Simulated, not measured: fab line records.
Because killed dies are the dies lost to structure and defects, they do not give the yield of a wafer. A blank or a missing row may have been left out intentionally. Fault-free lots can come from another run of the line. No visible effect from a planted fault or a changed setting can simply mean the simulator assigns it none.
Chamber matching || flow n5 finfet || N5_BEOL_M3_PRE_CLEAN_60 on cvd co-01: 3 sister chambers
The step time 15 s. 6 wafers are shown with their chamber, then 12 later ones without.

WAFERS, EACH WITH ITS CHAMBER
{"wafer": "L089.1", "chamber": 1, "heater power w (W)": 111}
{"wafer": "L089.2", "chamber": 2, "heater power w (W)": 87}
{"wafer": "L089.5", "chamber": 0, "heater power w (W)": 63}
{"wafer": "L090.2", "chamber": 2, "heater power w (W)": 85}
{"wafer": "L090.4", "chamber": 0, "heater power w (W)": 65}
{"wafer": "L090.6", "chamber": 1, "heater power w (W)": 111}

WAFERS MISSING THEIR CHAMBER
{"wafer": "L091.1", "heater power w (W)": 111}
{"wafer": "L091.2", "heater power w (W)": 87}
{"wafer": "L091.6", "heater power w (W)": 109}
{"wafer": "L094.2", "heater power w (W)": 110}
{"wafer": "L094.3", "heater power w (W)": 67}
{"wafer": "L094.5", "heater power w (W)": 110}
{"wafer": "L095.1", "heater power w (W)": 64}
{"wafer": "L095.3", "heater power w (W)": 86}
{"wafer": "L095.6", "heater power w (W)": 65}
{"wafer": "L097.1", "heater power w (W)": 112}
{"wafer": "L097.3", "heater power w (W)": 86}
{"wafer": "L097.6", "heater power w (W)": 110}

WHICH CHAMBER EACH WENT THROUGH
{"wafer": "L091.1", "from the rows above": 1, "in truth": 1}
{"wafer": "L091.2", "from the rows above": 2, "in truth": 2}
{"wafer": "L091.6", "from the rows above": 1, "in truth": 1}
{"wafer": "L094.2", "from the rows above": 1, "in truth": 1}
{"wafer": "L094.3", "from the rows above": 0, "in truth": 0}
{"wafer": "L094.5", "from the rows above": 1, "in truth": 1}
{"wafer": "L095.1", "from the rows above": 0, "in truth": 0}
{"wafer": "L095.3", "from the rows above": 2, "in truth": 2}
{"wafer": "L095.6", "from the rows above": 0, "in truth": 0}
{"wafer": "L097.1", "from the rows above": 1, "in truth": 1}
{"wafer": "L097.3", "from the rows above": 2, "in truth": 2}
{"wafer": "L097.6", "from the rows above": 1, "in truth": 1}
Placed correctly: 12 of 12. From these rows, 0 cannot be placed. 0 placed wrongly.
How it was worked out, from the rows above alone: a wafer's distance from a chamber is the root of the sum, over the readings, of the square of ((its reading less the chamber's mean) divided by the reading's scatter). The wafer belongs to the nearest chamber; if the next one is less than 2 further off, it can't be placed. For every chamber, the mean is computed from those of its wafers that are shown. How the scatter is found: for the shown wafers, subtract from each reading the mean of its chamber, square and add these, divide the total by (wafers less chambers), then take the root.
